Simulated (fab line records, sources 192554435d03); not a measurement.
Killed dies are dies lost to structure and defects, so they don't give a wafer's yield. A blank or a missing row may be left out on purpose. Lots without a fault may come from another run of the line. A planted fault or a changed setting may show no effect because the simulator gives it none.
Which tool did it? | flow n5_finfet | 9 lots, 27 wafers sampled, at 4 steps of a route of 1938

WHAT THE GAUGES READ, wafer by wafer
N5_FIN_SAQP_CD_MEAS_31: target cd 8 nm.
lot  | measured    | on        | cd_nm (nm)
L678 | day 2 01:37 | cd_sem-02 | 7.93 7.80 7.97
L680 | day 2 13:20 | cd_sem-03 | 8.10 8.24 8.09
L685 | day 3 22:13 | cd_sem-02 | 8.28 8.64 8.02
L687 | day 4 10:19 | cd_sem-01 | - - -
L688 | day 4 14:14 | cd_sem-03 | - - -
L697 | day 6 19:58 | cd_sem-03 | 7.69 7.94 8.23
L698 | day 7 04:08 | cd_sem-02 | 7.50 7.91 8.20
L700 | day 7 13:29 | cd_sem-01 | 8.27 8.17 8.05
L701 | day 7 19:43 | cd_sem-01 | 7.74 7.95 7.73

WHICH TOOL RAN EACH LOT (tool, then ch and the chambers of the sampled wafers, then the start)
lot  | N5_FIN_SAQP_RECESS_71             | N5_FIN_SAQP_SPACER2_ALD_28       | N5_FIN_SAQP_MANDREL2_REMOVE_60
L678 | vapor_etch-02 ch 0,1, day 2 00:57 | ald_sin-03 ch 0,1,2, day 2 01:06 | rie_si-03 ch 0,1,3, day 2 01:31
L680 | vapor_etch-01 ch 0,1, day 2 12:42 | ald_sin-03 ch 0,1, day 2 12:48   | rie_si-03 ch 0,2, day 2 13:13
L685 | vapor_etch-01 ch 0,1, day 3 21:28 | ald_sin-03 ch 0,1,2, day 3 21:34 | rie_si-01 ch 1,2, day 3 22:05
L687 | vapor_etch-01 ch 0,1, day 4 09:27 | ald_sin-03 ch 0,1, day 4 09:35   | rie_si-04 ch 1,2,3, day 4 10:13
L688 | vapor_etch-02 ch 0,1, day 4 13:34 | ald_sin-01 ch 0,1,2, day 4 13:43 | rie_si-01 ch 0,1, day 4 14:07
L697 | vapor_etch-01 ch 0,1, day 6 19:17 | ald_sin-01 ch 1,2,3, day 6 19:26 | rie_si-03 ch 1,2,3, day 6 19:51
L698 | vapor_etch-02 ch 0,1, day 7 02:56 | ald_sin-03 ch 0,1,2, day 7 03:31 | rie_si-01 ch 1,2, day 7 04:02
L700 | vapor_etch-01 ch 0,1, day 7 12:43 | ald_sin-01 ch 0,1,2, day 7 12:52 | rie_si-01 ch 0,1,3, day 7 13:23
L701 | vapor_etch-01 ch 0,1, day 7 19:03 | ald_sin-01 ch 0,2, day 7 19:11   | rie_si-01 ch 1,2,3, day 7 19:36
- N5_FIN_SAQP_RECESS_71: chemistry HF/NH3, target SiO2, target depth 3 nm, afs cycles 1, sublimation time 60 s.
- N5_FIN_SAQP_SPACER2_ALD_28: deposits SiO2, target thk 8.1 nm, pulse time 1 s, purge time 2 s.
- N5_FIN_SAQP_MANDREL2_REMOVE_60: chemistry HBr/Cl2/O2, target a-Si, stops on SiNx, bt time 10 s.

THE ANSWER, worked out from the rows above alone
Rule: what is usual is taken from the lots themselves. Put in order of their means at a reading, lots are off if they are a third of the lots or fewer, leave a main group of 4 or more, and stand apart from it by a gap of 3 or more times the standard deviation of the main group's means; of several such gaps the widest counts. A main group whose means are all the same, to the digits that the tables above print for the reading, isn't used. A lot without any number at a reading at which 4 lots or more have one is off too. The other lots that the step has rows for count as sound.
Off: L687, L688, at N5_FIN_SAQP_CD_MEAS_31 (cd_nm). Without a number there: L687, L688. The main group: mean 8.02 nm, standard deviation 0.17.
A tool fits if, at a process step before that reading, it ran every lot that is off, and no sound lot after the first of them. The gauges at N5_FIN_SAQP_CD_MEAS_31 are tried like those tools. None of those tried fits.

WHAT THE SIMULATOR HAD PUT IN
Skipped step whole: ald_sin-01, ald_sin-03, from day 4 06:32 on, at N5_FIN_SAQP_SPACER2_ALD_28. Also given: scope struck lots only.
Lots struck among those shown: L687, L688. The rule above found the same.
